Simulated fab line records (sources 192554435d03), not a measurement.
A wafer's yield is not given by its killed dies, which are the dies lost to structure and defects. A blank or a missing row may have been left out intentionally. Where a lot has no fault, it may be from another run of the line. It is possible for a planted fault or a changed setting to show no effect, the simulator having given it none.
Comparing a struck lot with a sound one | flow n5 finfet | 37 out of 1938 route steps
Sound: these wafers, L925.1, L925.4, L925.6. Wafers struck: L918.2, L918.4, L918.6. At the end, the cause is stated.
Per side, at each step with rows, come the tool, then ch with its chambers, and then its first start. Under that, the readings that differ: sound wafers | struck wafers | difference of the means | sigmas: that difference in standard deviations of wafers without a fault.
alike: a reading whose means differ by less than 2 such deviations, as well as words and numbers matching on both sides. not compared: withheld readings; readings where some wafer has no value; bounds like >300 that might hide an equal value; numbers whose values overlap and for which the record gives no deviation.
Wherever a step has rows on one side only, a row that says differs or no value, or a row with sigmas, the two part there. Non-overlapping numbers with no deviation appear without sigmas and do not part them. A reading missing from all wafers of one side parts the sides only when that side holds two or more wafers.

first, 9 steps without rows for these wafers: N5_BEOL_M4_ANNEAL_95 (time 240 s); N5_BEOL_M4_SPUTTER_96 (material Cu, target thk 4.5 nm, time 8.29 s); N5_BEOL_M4_ECD_50 (material Cu, target thk 300 nm); N5_BEOL_M4_ANNEAL_51 (time 90 s); N5_BEOL_M4_CMP_52 (polishes, stops on SiOC, t overpolish 6.8 s, target thk 40 nm); N5_BEOL_M4_PRE_CLEAN_60 (time 15 s); N5_BEOL_M4_CO_CAP_55 (material Co, precursor CCTBA/H2, target thk 2 nm, time 102.1 s); N5_BEOL_M4_PRE_CLEAN_56 (time 15 s); N5_BEOL_M4_DEP_57 (deposits SiCN from 3MS/NH3, target thk 8 nm, time 14 s).
N5_BEOL_M4_RC_MEAS_101:
  sound on prober-01 ch 0, day 13 07:43; struck on prober-02 ch 0, day 10 14:52
  reading       | sound          | struck         | difference | sigmas
  DIBL_N (mV/V) | 37.2 37.4 37.0 | 34.9 35.0 33.7 | -2.7       | -2
  SS_P (mV/dec) | 74.3 74.3 73.7 | 73.1 72.9 72.0 | -1.4       | -2
  alike: DIBL_P, IOFF_N, IOFF_P, ION_N, ION_P, SS_N, VT_N, VT_P
then, 24 steps without rows for these wafers: N5_BEOL_M5_ILD_DEP_00 (deposits SiCOH lowk from DEMS/porogen, target thk 140.64 nm, time 25.9 s); N5_BEOL_M5_CURE_79 (cures SiCOH lowk, time 240 s); N5_BEOL_M5_PECVD_70 (deposits SiO2 from TEOS/O2, target thk 16 nm, time 18 s); N5_BEOL_M5_HM_DEP_02 (deposits TiN, target thk 20 nm); N5_BEOL_M5_COAT_59 (time 60 s, resist thk 60 nm); N5_BEOL_M5_COAT_60 (time 60 s, resist thk 12 nm); N5_BEOL_M5_COAT_71 (time 60 s, resist thk 5 nm); N5_BEOL_M5_COAT_05 (resist thk 30 nm); N5_BEOL_M5_EBR_07; N5_BEOL_M5_SOFTBAKE_06 (time 60 s); N5_BEOL_M5_EXPOSE_08 (exposes mask M5, target cd 28 nm); N5_BEOL_M5_PEB_09 (peb time 60 s); N5_BEOL_M5_DEVELOP_10 (develop time 30 s); N5_BEOL_M5_DESCUM_16 (chemistry O2, time 7 s); N5_BEOL_M5_ETCH_72 (etches underlayer in N2/H2, target depth 6.5 nm, time 5.2 s); N5_BEOL_M5_ETCH_61 (etches SiARC in CF4, target depth 15.6 nm, time 26 s); N5_BEOL_M5_ETCH_62 (etches SOC in N2/H2, target depth 75 nm, overetch 15 nm, time 112.5 s); N5_BEOL_M5_STRIP_63 (strips in N2/H2); N5_BEOL_M5_STRIP_73 (strips in N2/H2); N5_BEOL_M5_STRIP_64 (strips in CF4); N5_BEOL_M5_HM_OPEN_17 (chemistry Cl2/BCl3, target TiN, target depth 20 nm, overetch 6 nm); N5_BEOL_M5_STRIP_19 (strips in O2); N5_BEOL_M5_COAT_65 (time 60 s, resist thk 60 nm); N5_BEOL_M5_COAT_66 (time 60 s, resist thk 12 nm).
N5_BEOL_M6_ETCH_66: etches SOC in N2/H2, target depth 80 nm, overetch 16 nm, time 120 s.
  sound on rie diel-06 ch 0,3, day 14 00:07; struck on rie diel-06 ch 0,2,3, day 11 07:52
  no value came back on the struck wafers for any of 7 readings (bias w (W), chamber pressure mTorr (mTorr) and others); on the sound wafers bias w (W) reads 150.1 150.1 150.2
  reading                                         | sound       | struck   | difference | sigmas
  model.SiARC_of_BEOL_M6_COAT_64.thk nm (nm)      | 6.4 6.4 6.4 | 12 12 12 | +6         |
  model.underlayer_of_BEOL_M6_COAT_71.thk nm (nm) | 0 0 0       | 5 5 5    | +5         |
  not compared: rf hours counter h
N5_BEOL_M6_VIA_ETCH_34: etches SiCOH lowk in C4F6/O2, target depth 126.3 nm, time 50.9 s.
  sound on rie diel-06 ch 0,3, day 14 00:13; struck on rie diel-06 ch 0,2,3, day 11 07:58
  reading               | sound             | struck              | difference | sigmas
  O2_flow_sccm (sccm)   | 9.952 9.947 9.962 | 10.008 9.995 10.027 | +0.056     | +2
  oes product au (a.u.) | 0.86 0.72 0.72    | 0.33 0.28 0.35      | -0.45      | -5
  alike: C4F6_flow_sccm, drypump motor current A, rf vpp V, showerhead plenum p Torr, throttle valve pct
  not compared: rf hours counter h
-- record jumps: 3 days separate the struck wafers' starts on either side; left off in module BEOL_M6, taken up again in module PASSIVATION, whose first shown step is the route's number 1936 --
N5_PASSIVATION_PROBE_49:
  only the struck wafers here have rows in the record (prober-02, day 14 18:14); the sound ones have none

== WHERE THEY PART ==
First at N5_BEOL_M4_RC_MEAS_101; last, within this record, at N5_PASSIVATION_PROBE_49.

WHY: whatever the simulator had introduced
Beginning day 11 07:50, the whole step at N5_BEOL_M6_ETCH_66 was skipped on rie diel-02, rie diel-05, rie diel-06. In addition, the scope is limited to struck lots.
